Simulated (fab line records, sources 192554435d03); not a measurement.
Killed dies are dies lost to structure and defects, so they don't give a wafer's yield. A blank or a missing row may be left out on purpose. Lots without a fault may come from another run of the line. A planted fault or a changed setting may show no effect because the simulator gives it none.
A struck lot beside a sound one | flow n5_finfet | 35 steps out of a route of 1938
Sound: wafers L940.1, L940.3, L940.4. Struck: wafer L947.5. (L947.3, L947.6 of the same lot were not struck and are left out.) The cause comes at the end.
At each step with rows: each side's tool, then ch and its chambers, then its first start. Under that, the readings that differ: sound wafers | struck wafers | difference of the means | sigmas: that difference in standard deviations of wafers without a fault.
alike: readings whose means differ by less than 2 such deviations, and words and numbers that are the same on both sides. not compared: withheld readings, readings that some wafer has no value for, bounds like >300 that may hide the same value, and numbers for which the record gives no deviation and whose values overlap.
The two part at a step that has a row with sigmas, a row that says differs or no value, or rows on one side only. Numbers that don't overlap but have no deviation are shown without sigmas and don't part them. A reading that every wafer of one side lacks parts them only if that side has two wafers or more.

first, 10 steps without rows for these wafers: N5_BEOL_M5_ILD_DEP_00 (deposits SiCOH lowk from DEMS/porogen, target thk 140.64 nm, time 25.9 s); N5_BEOL_M5_CURE_79 (cures SiCOH lowk, time 240 s); N5_BEOL_M5_PECVD_70 (deposits SiO2 from TEOS/O2, target thk 16 nm, time 18 s); N5_BEOL_M5_HM_DEP_02 (deposits TiN, target thk 20 nm); N5_BEOL_M5_COAT_59 (time 60 s, resist thk 60 nm); N5_BEOL_M5_COAT_60 (time 60 s, resist thk 12 nm); N5_BEOL_M5_COAT_71 (time 60 s, resist thk 5 nm); N5_BEOL_M5_COAT_05 (resist thk 30 nm); N5_BEOL_M5_EBR_07; N5_BEOL_M5_SOFTBAKE_06 (time 60 s).
N5_BEOL_M5_EXPOSE_08: exposes mask M5, target cd 28 nm.
  sound on euv_scanner-01 ch 0, day 10 18:33; struck on euv_scanner-01 ch 0, day 12 14:56
  alike: mask
then, 2 steps without rows for these wafers: N5_BEOL_M5_PEB_09 (peb time 60 s); N5_BEOL_M5_DEVELOP_10 (develop time 30 s).
N5_BEOL_M5_CD_MEAS_11: target cd 27.74 nm.
  sound on cd_sem-03 ch 0, day 10 18:41; struck on cd_sem-01 ch 0, day 12 15:03
  reading    | sound             | struck | difference | sigmas
  cd_nm (nm) | 27.80 27.91 27.59 | 27.01  | -0.76      | -3
N5_BEOL_M5_DESCUM_16: chemistry O2, time 7 s.
  sound on rie_diel-04 ch 0,2,3, day 10 18:48; struck on rie_diel-04 ch 0, day 12 15:10
  reading                  | sound      | struck | difference | sigmas
  model.BEOL_M5.cd_nm (nm) | 28 28 27.8 | 27.2   | -0.7       |
  alike: drypump_motor_current_A, oes_product_au, rf_vpp_V, showerhead_plenum_p_Torr, temp_c, throttle_valve_pct
  not compared: rf_hours_counter_h
then, 19 steps without rows for these wafers: N5_BEOL_M5_ETCH_72 (etches underlayer in N2/H2, target depth 6.5 nm, time 5.2 s); N5_BEOL_M5_ETCH_61 (etches SiARC in CF4, target depth 15.6 nm, time 26 s); N5_BEOL_M5_ETCH_62 (etches SOC in N2/H2, target depth 75 nm, overetch 15 nm, time 112.5 s); N5_BEOL_M5_STRIP_63 (strips in N2/H2); N5_BEOL_M5_STRIP_73 (strips in N2/H2); N5_BEOL_M5_STRIP_64 (strips in CF4); N5_BEOL_M5_HM_OPEN_17 (chemistry Cl2/BCl3, target TiN, target depth 20 nm, overetch 6 nm); N5_BEOL_M5_STRIP_19 (strips in O2); N5_BEOL_M5_COAT_65 (time 60 s, resist thk 60 nm); N5_BEOL_M5_COAT_66 (time 60 s, resist thk 12 nm); N5_BEOL_M5_COAT_74 (time 60 s, resist thk 5 nm); N5_BEOL_M5_COAT_22 (resist thk 30 nm); N5_BEOL_M5_EBR_24; N5_BEOL_M5_SOFTBAKE_23 (time 60 s); N5_BEOL_M5_EXPOSE_25 (exposes mask V4, defocus 10 nm); N5_BEOL_M5_PEB_26 (peb time 60 s); N5_BEOL_M5_DEVELOP_27 (develop time 30 s); N5_BEOL_M5_DESCUM_33 (chemistry O2, time 7 s); N5_BEOL_M5_ETCH_75 (etches underlayer in N2/H2, target depth 6.5 nm, time 5.2 s).
N5_BEOL_M5_ETCH_41: etches SiCN in CH3F/O2, target depth 31.5 nm, time 56.7 s.
  sound on rie_diel-03 ch 2,3; struck on rie_diel-03 ch 0
  reading                  | sound          | struck | difference | sigmas
  model.BEOL_M5.cd_nm (nm) | 27.6 28.4 27.6 | 26.8   | -1.1       |
  alike: O2_flow_sccm, drypump_motor_current_A, oes_product_au, rf_vpp_V, showerhead_plenum_p_Torr, throttle_valve_pct
  not compared: rf_hours_counter_h

WHERE THEY PART
Only at N5_BEOL_M5_CD_MEAS_11, within this record. Later steps at which nothing parts them and some readings are alike: N5_BEOL_M5_DESCUM_16, N5_BEOL_M5_ETCH_41.

WHY: what the simulator had put in
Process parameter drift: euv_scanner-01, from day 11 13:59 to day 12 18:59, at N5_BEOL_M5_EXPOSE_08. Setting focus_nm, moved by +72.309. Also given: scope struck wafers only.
